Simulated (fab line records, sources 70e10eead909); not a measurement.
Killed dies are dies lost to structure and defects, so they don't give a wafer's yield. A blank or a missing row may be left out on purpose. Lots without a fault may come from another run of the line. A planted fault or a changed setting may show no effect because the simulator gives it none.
fab line records | flow nand_harc
record lots=13 wafers=39 last_day=26
route steps=1159 shown P_M2@333 P_BONDPAD@367 A_ONON_D1@440 END@1159
lots that met no fault: from a run of the same line without faults
start_h: hours from the record's first day to the start of the lot's first wafer shown | wait_h: hours since the lot's step before | " the same as in the row above | L1.1+2: a row that stands for several wafers | - no value, or no start given | * or withheld: withheld | < > ~ a bound
route shown NAME@n: a module of which the file shows steps, and the number in the route of the first | usual: mean/standard deviation of fault-free wafers | same: alike in all rows | chamber/n: place in a boat | sites: the reading at each site | _std_site: their standard deviation | _edge_site: outer sites' mean less inner sites' | radius_mm: how far each site lies from the wafer's centre | mask NAME#n: copy n | behind: the tool/chamber that last shaped the wafer | hold: why the lot was held/for how many hours/how that ended | device: the transistor (n, p or np) that didn't switch | end of line: the same wafers' tests at the end of the route | a step without rows: its recipe alone | killed: dies lost to structure and defects at the first sort, not the wafer's yield | map: a wafer's dies, x killed, . not, _ none there
set.NAME: the setting as run; set.NAME@STEP: as run at that earlier step | model.NAME: the simulator's own value behind a step, which no gauge read
steps of the route over a sample of lots; a table a step, a row a wafer
services: from which hour (start_h, from the record's first day; less than 0 if before it) a tool's chamber was out of use, for how many hours, and why
## steps
# step NHARC_P_M2_ETCH_15
# recipe target_depth_a=1825 time_s=91.2 c4f8_flow_sccm=withheld ar_flow_sccm=400 rf_w=600 bias_w=300 chemistry=C4F8/Ar
# usual oes_product_au=0.946/0.025 rf_vpp_V=441.0/2.5
# columns lot.wafer tool chamber start_h wait_h oes_product_au rf_hours_counter_h rf_vpp_V
L223.3 rie_diel-03 2 - - 0.975 3 436.2
L223.1 " 3 " " 0.951 3 442.7
L223.6 " 2 " " 0.976 - 437.2
L225.3 rie_diel-13 2 - - 0.914 6 437.6
L225.1 " 1 " " 0.920 6 441.7
L225.6 " 2 " " 0.923 - 437.5
L227.3 rie_diel-03 3 - - 0.933 3 440.0
L227.1 " 2 " " 0.932 4 436.0
L227.5 " 3 " " 0.924 - 441.6
L228.4 rie_diel-03 1 - - 0.932 4 443.6
L228.2 " 2 " " 0.929 4 436.5
L228.3 " 3 " " 0.927 4 441.7
L229.4 rie_diel-03 3 - - 0.978 4 442.0
L229.1 " 0 " " 0.979 4 439.4
L229.5 " 3 " " 0.964 - 442.5
L231.3 rie_diel-03 3 - - 0.927 4 441.9
L231.5 " 0 " " 0.926 - 440.2
L231.6 " 1 " " 0.939 - 444.2
L230.4 rie_diel-13 3 - - 0.910 13 442.9
L230.5 " 3 " " 0.913 - 442.3
L230.6 " 0 " " 0.918 - 442.0
L234.4 rie_diel-11 2 - - 0.959 1 437.4
L234.3 " 3 " " 0.960 1 442.8
L234.6 " 0 " " 0.941 - 441.9
L236.3 rie_diel-03 3 - - 0.956 5 441.8
L236.1 " 0 " " 0.944 5 440.4
L236.5 " 0 " " 0.953 - 441.7
L235.4 rie_diel-13 2 - - 0.936 17 438.7
L235.3 " 3 " " 0.923 18 443.3
L235.2 " 0 " " 0.934 19 440.9
L243.4 rie_diel-03 3 - - 0.956 1 441.6
L243.1 " 1 " " 0.974 1 444.6
L243.6 " 0 " " 0.982 - 440.8
L242.4 rie_diel-03 3 - - 0.953 1 441.4
L242.5 " 2 " " 0.956 - 437.8
L242.6 " 3 " " 0.951 - 441.3
L246.2 rie_diel-03 3 - - 0.969 2 442.1
L246.1 " 0 " " 0.997 2 440.6
L246.6 " 2 " " 0.948 - 436.5
# step NHARC_P_M2_ANNEAL_31
# recipe temp_c=225 time_s=90
# usual wafer_temp_C_max=226.0/0.38
# columns lot.wafer tool chamber start_h wait_h wafer_temp_C_max
L223.1 rtp_anneal-01 0 127.06 0.3 226.6
L223.3 " 0 " " 226.8
L223.6 " 0 " " 226.5
L225.1 rtp_anneal-01 0 136.47 0.3 226.2
L225.3 " 0 " " 225.8
L225.6 " 0 " " 226.3
L227.1 rtp_anneal-01 0 152.73 0.3 226.1
L227.3 " 0 " " 226.0
L227.5 " 0 " " 226.4
L228.2 rtp_anneal-01 0 158.71 0.3 225.6
L228.3 " 0 " " 226.5
L228.4 " 0 " " 226.5
L229.1 rtp_anneal-02 0 165.98 0.3 225.6
L229.4 " 0 " " 225.3
L229.5 " 0 " " 225.3
L231.3 rtp_anneal-01 0 170.99 0.3 225.8
L231.5 " 0 " " 226.0
L231.6 " 0 " " 225.8
L230.4 rtp_anneal-02 0 178.70 - 225.7
L230.5 " 0 " " 225.5
L230.6 " 0 " " 225.6
L234.3 rtp_anneal-01 0 201.71 0.3 226.1
L234.4 " 0 " " 226.2
L234.6 " 0 " " 226.1
L236.1 rtp_anneal-02 0 202.76 - 225.8
L236.3 " 0 " " 226.1
L236.5 " 0 " " 225.9
L235.2 rtp_anneal-01 0 202.98 - 226.3
L235.3 " 0 " " 225.7
L235.4 " 0 " " 226.8
L243.1 rtp_anneal-02 0 240.27 0.4 225.6
L243.4 " 0 " " 225.8
L243.6 " 0 " " 226.1
L242.4 rtp_anneal-02 0 249.73 0.4 225.7
L242.5 " 0 " " 225.5
L242.6 " 0 " " 225.6
L246.1 rtp_anneal-02 0 265.56 0.3 225.5
L246.2 " 0 " " 226.0
L246.6 " 0 " " 225.6
# step NHARC_P_BONDPAD_DESCUM_11
# recipe time_s=3 o2_flow_sccm=200 ar_flow_sccm=0 bias_power_w=0 chemistry=O2
# usual drypump_motor_current_A=5.6/0.58 oes_product_au=1.007/0.015 rf_vpp_V=57.7/0.83 showerhead_plenum_p_Torr=1.94/0.07 throttle_valve_pct=11.311/0.0088
# columns lot.wafer tool chamber start_h wait_h drypump_motor_current_A oes_product_au rf_hours_counter_h rf_vpp_V showerhead_plenum_p_Torr throttle_valve_pct
L223.1 rie_diel-04 1 129.73 - 5.0 1.018 1 56.7 1.88 11.309
L223.3 " 2 " " 5.3 1.030 0 57.6 2.02 11.321
L223.6 " 2 " " 5.3 1.024 - 59.7 2.02 11.305
L225.3 rie_diel-12 0 139.44 - 5.7 0.996 38 58.4 1.91 11.305
L225.1 " 1 " " 5.9 0.997 38 56.7 1.99 11.311
L225.6 " 0 " " 5.7 0.996 - 57.2 1.91 11.317
L227.1 rie_diel-12 2 155.43 - 6.2 1.005 42 58.6 2.03 11.299
L227.3 " 0 " " 5.7 0.984 46 59.5 1.91 11.309
L227.5 " 1 " " 5.9 0.993 - 57.6 1.99 11.315
L228.4 rie_diel-07 1 161.65 - 4.7 0.989 30 56.2 1.87 11.322
L228.2 " 2 " " 6.0 1.001 18 58.2 2.02 11.307
L228.3 " 3 " " 5.6 1.007 32 58.6 2.07 11.299
L229.4 rie_diel-04 0 168.78 - 5.3 1.017 5 57.8 1.83 11.308
L229.1 " 1 " " 5.0 1.021 5 56.6 1.88 11.304
L229.5 " 0 " " 5.3 1.021 - 58.7 1.83 11.290
L231.3 rie_diel-04 2 173.73 - 5.3 1.018 6 58.4 2.02 11.314
L231.5 " 2 " " 5.3 1.016 - 56.4 2.02 11.303
L231.6 " 3 " " 6.5 0.978 - 58.0 1.96 11.313
L230.4 rie_diel-04 0 181.26 - 5.3 1.027 7 58.2 1.83 11.299
L230.5 " 1 " " 5.0 1.024 - 57.9 1.88 11.318
L230.6 " 2 " " 5.3 1.021 - 57.4 2.02 11.321
L234.3 rie_diel-07 2 204.63 - 6.0 0.995 34 57.6 2.01 11.311
L234.4 " 1 " " 4.7 0.983 - 56.7 1.87 11.319
L234.6 " 0 " " 6.7 0.997 - 58.0 1.85 11.302
L236.3 rie_diel-04 3 205.58 - 6.5 0.995 9 58.0 1.95 11.320
L236.1 " 0 " " 5.3 1.023 8 58.3 1.83 11.320
L236.5 " 1 " " 5.0 1.016 - 56.2 1.88 11.316
L235.4 rie_diel-04 2 205.72 - 5.3 0.999 9 58.4 2.02 11.307
L235.2 " 3 " " 6.6 0.985 9 57.9 1.96 11.315
L235.3 " 0 " " 5.3 1.022 8 57.5 1.83 11.298
L243.4 rie_diel-04 2 242.98 - 5.3 1.015 12 57.5 2.02 11.303
L243.1 " 3 " " 6.5 0.998 13 56.3 1.95 11.313
L243.6 " 3 " " 6.5 0.979 - 57.8 1.95 11.308
L242.4 rie_diel-04 2 252.37 - 5.3 1.018 13 59.6 2.02 11.321
L242.5 " 1 " " 5.0 1.014 - 58.0 1.88 11.313
L242.6 " 2 " " 5.3 1.009 - 57.4 2.02 11.310
L246.2 rie_diel-04 0 268.59 - 5.3 1.007 15 58.1 1.83 11.311
L246.1 " 1 " " 5.0 1.020 14 57.6 1.88 11.298
L246.6 " 0 " " 5.3 1.021 - 57.5 1.83 11.312
# step NHARC_A_ONON_D1_DEP_22
# recipe target_thk_a=10000 n2_flow_sccm=2750 n2o_flow_sccm=2000 nh3_flow_sccm=500 sih4_flow_sccm=210 temp_c=400
# columns lot.wafer tool chamber start_h wait_h
L223.1+3+6 pecvd_onon-02 0 168.81 0.1
L225.1+3+6 pecvd_onon-01 0 174.14 0.1
L227.1+3+5 pecvd_onon-01 0 193.51 0.1
L228.2+3+4 pecvd_onon-04 0 198.76 0.1
L231.3+5+6 pecvd_onon-01 0 212.65 0.2
L229.1+4+5 pecvd_onon-02 0 212.89 0.1
L230.4+5+6 pecvd_onon-01 0 224.63 0.2
L236.1+3+5 pecvd_onon-01 0 242.73 0.1
L235.2+3+4 pecvd_onon-02 0 242.93 0.1
L234.3+4+6 pecvd_onon-01 0 243.21 0.2
L243.1+4+6 pecvd_onon-04 0 281.05 0.1
L242.4+5+6 pecvd_onon-04 0 290.83 0.2
L246.1+2+6 pecvd_onon-01 0 304.44 0.1
# step NHARC_A_ONON_D1_THK_MEAS_24
# recipe thk_meas_gauge=ellipsometry
# usual thk_nm=999/7.9
# columns lot.wafer tool chamber start_h wait_h thk_nm
L223.1 film_metro-02 - 169.31 - 999
L223.3 " - " " 998
L223.6 " - " " 998
L225.1 film_metro-02 - 174.64 - 990
L225.3 " - " " 989
L225.6 " - " " 991
L227.1 film_metro-01 - 194.02 - 1011
L227.3 " - " " 1011
L227.5 " - " " 1012
L228.2 film_metro-01 - 199.21 - 999
L228.3 " - " " 998
L228.4 " - " " 999
L231.3 film_metro-02 - 213.04 - 998
L231.5 " - " " 998
L231.6 " - " " 997
L229.1 film_metro-02 - 213.40 - 992
L229.4 " - " " 993
L229.5 " - " " 993
L230.4 film_metro-02 - 225.00 - 992
L230.5 " - " " 991
L230.6 " - " " 991
L236.1 film_metro-02 - 243.25 - 1505
L236.3 " - " " 1504
L236.5 " - " " 1505
L235.2 film_metro-02 - 243.38 - 1023
L235.3 " - " " 1022
L235.4 " - " " 1023
L234.3 film_metro-01 - 243.60 - 1508
L234.4 " - " " 1508
L234.6 " - " " 1510
L243.1 film_metro-01 - 281.56 - 998
L243.4 " - " " 996
L243.6 " - " " 995
L242.4 film_metro-02 - 291.16 - 988
L242.5 " - " " 989
L242.6 " - " " 988
L246.1 film_metro-02 - 304.95 - 990
L246.2 " - " " 989
L246.6 " - " " 990
# step NHARC_END_SORT_01
# recipe temp_c=25
# usual killed_at_array=27/12 killed_at_other=0.9/1.1 killed_at_periphery=3.2/2.4 killed_dies=31/12 killed_open=3.3/1.7 killed_short=2.0/1.6
# same gross_dies=677
# columns lot.wafer tool chamber start_h wait_h killed_at_array killed_at_other killed_at_periphery killed_dies killed_open killed_short
L236.1 prober-01 0 579.11 2.5 675 1 1 677 3 2
L236.3 prober-01 0 580.73 3.1 677 0 0 677 5 1
L236.5 prober-01 0 582.34 3.7 676 1 0 677 3 3
L234.3 prober-02 0 580.63 3.1 676 0 1 677 1 4
L234.4 prober-02 0 581.44 3.4 671 1 5 677 5 2
L234.6 prober-02 0 583.05 4.0 670 3 4 677 5 2
# killed by level:class
L236.1 A_ONON_D1:area_dep=652 A_CHANNEL_HOLE_D1:chamber_film_flake=17 A_STAIRCASE:chamber_film_flake=2 P_GATE:geometric_particle:open=1 A_ONON_D1:geometric_particle:short=1 A_SGD_CUT:geometric_particle:open=1 A_WL_FILL:geometric_particle:short=1 STARTING-WAFER:geometric_particle:open=1
L234.3 A_ONON_D1:area_dep=635 A_CHANNEL_HOLE_D1:chamber_film_flake=17 A_SLIT:chamber_film_flake=14 A_CONTACT:chamber_film_flake=2 A_ONON_D1:geometric_particle:short=1 A_SGD_CUT:geometric_particle:short=1 A_WL_FILL:geometric_particle:open=1 A_WL_FILL:geometric_particle:short=1
L236.3 A_ONON_D1:area_dep=647 A_CHANNEL_HOLE_D1:chamber_film_flake=17 A_STAIRCASE:chamber_film_flake=4 A_CONTACT:geometric_particle:open=3 A_WL_FILL:geometric_particle:open=2 A_CONTACT:geometric_particle:short=1 A_WL_FILL:chamber_film_flake=1 A_CONTACT:chamber_film_flake=1
L234.4 A_ONON_D1:area_dep=630 A_CHANNEL_HOLE_D1:chamber_film_flake=18 A_SLIT:chamber_film_flake=13 A_CONTACT:geometric_particle:open=2 A_CHANNEL_FILL_D1:chamber_film_flake=2 A_CONTACT:chamber_film_flake=2 P_GATE:geometric_particle:open=1 A_ONON_D1:geometric_particle:open=1
L236.5 A_ONON_D1:area_dep=652 A_CHANNEL_HOLE_D1:chamber_film_flake=13 A_CHANNEL_HOLE_D1:geometric_particle:short=2 A_WL_FILL:chamber_film_flake=2 A_WL_FILL:geometric_particle:open=1 A_CONTACT:geometric_particle:open=1 A_BLC:geometric_particle:open=1 A_M1:geometric_particle:short=1
L234.6 A_ONON_D1:area_dep=623 A_CHANNEL_HOLE_D1:chamber_film_flake=18 A_SLIT:chamber_film_flake=16 A_STAIRCASE:chamber_film_flake=5 A_CONTACT:chamber_film_flake=3 A_M1:geometric_particle:open=2 P_M2:chamber_film_flake=2 P_M0:geometric_particle:open=1
## services
# columns tool chamber start_h hours kind
rie_diel-07 1 102.82 16.8 repair
pecvd_onon-02 - 111.11 13.0 pm
rie_diel-04 - 111.90 9.0 pm
rtp_anneal-02 - 142.14 0.7 repair
rie_diel-12 2 157.51 2.8 repair
rie_diel-12 1 169.21 14.6 repair
rie_diel-11 3 174.31 11.6 repair
rie_diel-11 1 181.20 9.2 repair
rie_diel-11 - 189.54 9.0 pm
pecvd_onon-01 - 195.20 13.0 pm
rie_diel-03 - 198.44 2.1 repair
rie_diel-07 3 199.25 7.7 repair
rie_diel-12 - 202.45 9.0 pm
rie_diel-03 0 215.06 3.3 repair
rie_diel-03 - 215.32 9.0 pm
rie_diel-13 0 225.81 19.4 repair
rie_diel-07 - 228.26 9.0 pm
pecvd_onon-04 - 237.12 13.0 pm
rie_diel-12 3 258.47 5.0 repair
rie_diel-13 - 266.34 0.1 repair
rie_diel-13 - 276.00 9.0 pm
rie_diel-04 - 288.90 9.0 pm
pecvd_onon-02 - 292.11 13.0 pm
rtp_anneal-02 - 300.00 12.0 pm
## key
first_sign step=NHARC_A_ONON_D1_THK_MEAS_24 reading=thk_nm direction=up sigmas=65 usual=999 struck=1507
effect step=NHARC_END_SORT_01 reading=killed_at_array direction=up sigmas=56 usual=27 struck=674
more_kills_born_at NHARC_A_ONON_D1_DEP_22@pecvd_onon-01=3839
met_at NHARC_A_ONON_D1_DEP_22
struck_lots L234,L236
later_rows_left_out L234.3,L234.4,L234.6,L236.1,L236.3,L236.5
tester_left_out L234,L236
not_acting_at NHARC_P_M2_ETCH_15,NHARC_P_M2_ANNEAL_31,NHARC_P_BONDPAD_DESCUM_11
onset_between 224.63 242.73
fault kind=process_parameter_drift tool=pecvd_onon-01 chamber=- onset_h=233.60 steps=NHARC_A_ONON_D1_DEP_22 channel=target_thk_a offset=* shape=step end_h=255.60 acts_in=* stated=*
# tester_left_out: of these lots the tester's yield and bins aren't shown, on N5 and GAA mostly nor the transistor test; their killed dies are dies lost to structure and defects alone, not to doping, threshold or leakage, so they don't give the yield
# later_rows_left_out: the simulator's readings of these wafers behind a module that went badly wrong aren't trusted and aren't shown, but for the sort
